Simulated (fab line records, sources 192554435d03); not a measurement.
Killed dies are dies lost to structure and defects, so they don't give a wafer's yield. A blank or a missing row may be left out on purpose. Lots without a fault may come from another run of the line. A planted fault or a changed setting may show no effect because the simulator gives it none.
Chamber matching | flow n5_finfet | N5_BEOL_M0_SAQP_ETCH_84 on rie_diel-03: 4 sister chambers
The step etches SOC in N2/H2, target depth 100 nm, overetch 20 nm, time 150 s. 8 wafers are shown with their chamber, then 9 later ones without.

WAFERS WITH THEIR CHAMBER
wafer  | chamber | drypump_motor_current_A (A) | showerhead_plenum_p_Torr (Torr)
L085.4 | 0       | 5.6                         | 2.62
L085.5 | 0       | 5.6                         | 2.62
L086.3 | 3       | 6.6                         | 2.45
L086.4 | 2       | 5.2                         | 2.61
L086.5 | 1       | 5.9                         | 2.52
L088.2 | 1       | 5.9                         | 2.51
L088.3 | 3       | 6.6                         | 2.45
L088.6 | 2       | 5.3                         | 2.60

WAFERS WITHOUT THEIR CHAMBER
wafer  | drypump_motor_current_A (A) | showerhead_plenum_p_Torr (Torr)
L093.1 | 5.5                         | 2.61
L093.3 | 5.9                         | 2.51
L093.5 | 5.2                         | 2.60
L095.2 | 6.6                         | 2.45
L095.4 | 5.9                         | 2.51
L095.6 | 5.3                         | 2.60
L096.2 | 5.2                         | 2.60
L096.3 | 6.6                         | 2.45
L096.5 | 6.6                         | 2.45

WHICH CHAMBER EACH WENT THROUGH
wafer  | from the rows above | in truth
L093.1 | 0                   | 0
L093.3 | 1                   | 1
L093.5 | 2                   | 2
L095.2 | 3                   | 3
L095.4 | 1                   | 1
L095.6 | 2                   | 2
L096.2 | 2                   | 2
L096.3 | 3                   | 3
L096.5 | 3                   | 3
Placed correctly: 9 of 9. Can't be placed from these rows: 0. Placed wrongly: 0.
How it was worked out, from the rows above alone: a wafer's distance from a chamber is the root of the sum, over the readings, of the square of ((its reading less the chamber's mean) divided by the reading's scatter). The wafer belongs to the nearest chamber; if the next one is less than 2 further off, it can't be placed. A chamber's mean is the mean of its shown wafers. The scatter: the root of (the sum of the squares of (reading less its chamber's mean) over the shown wafers, divided by (wafers less chambers)).
